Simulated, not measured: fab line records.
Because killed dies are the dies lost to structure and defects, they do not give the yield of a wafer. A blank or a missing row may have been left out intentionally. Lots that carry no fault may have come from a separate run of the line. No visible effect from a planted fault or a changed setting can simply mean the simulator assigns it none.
Matching of chambers -- flow n5-finfet -- rie-diel-01 running N5_FIN_CUT_ETCH_20: 4 sister chambers
The step etches SiARC in CF4, target depth 26 nm, time 43.3 s. 4 wafers are shown with their chamber, then 7 later ones without.

EACH WAFER AND ITS CHAMBER
wafer,chamber,throttle-valve-pct (%)
L084.4,1,15.09
L084.5,3,15.63
L085.1,2,15.85
L085.3,0,15.38

WAFERS MISSING THEIR CHAMBER
wafer,throttle-valve-pct (%)
L085.6,15.09
L087.1,15.08
L087.3,15.65
L087.6,15.64
L095.4,15.41
L095.5,15.11
L095.6,15.43

WHICH CHAMBER EACH ONE RAN IN
wafer,from the rows above,in truth
L085.6,1,1
L087.1,1,1
L087.3,3,3
L087.6,3,3
L095.4,0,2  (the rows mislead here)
L095.5,1,1
L095.6,0,0
Placed correctly: 6 of 7. From these rows, 0 cannot be placed. Number placed wrongly: 1.
How it was worked out, from the rows above alone: a wafer's distance from a chamber is the root of the sum, over the readings, of the square of ((its reading less the chamber's mean) divided by the reading's scatter). The wafer belongs to the nearest chamber; if the next one is less than 2 further off, it can't be placed. For every chamber, the mean is computed from those of its wafers that are shown. The scatter: root of mean squared gap, hidden wafer to nearest shown wafer, with one shown wafer a chamber.
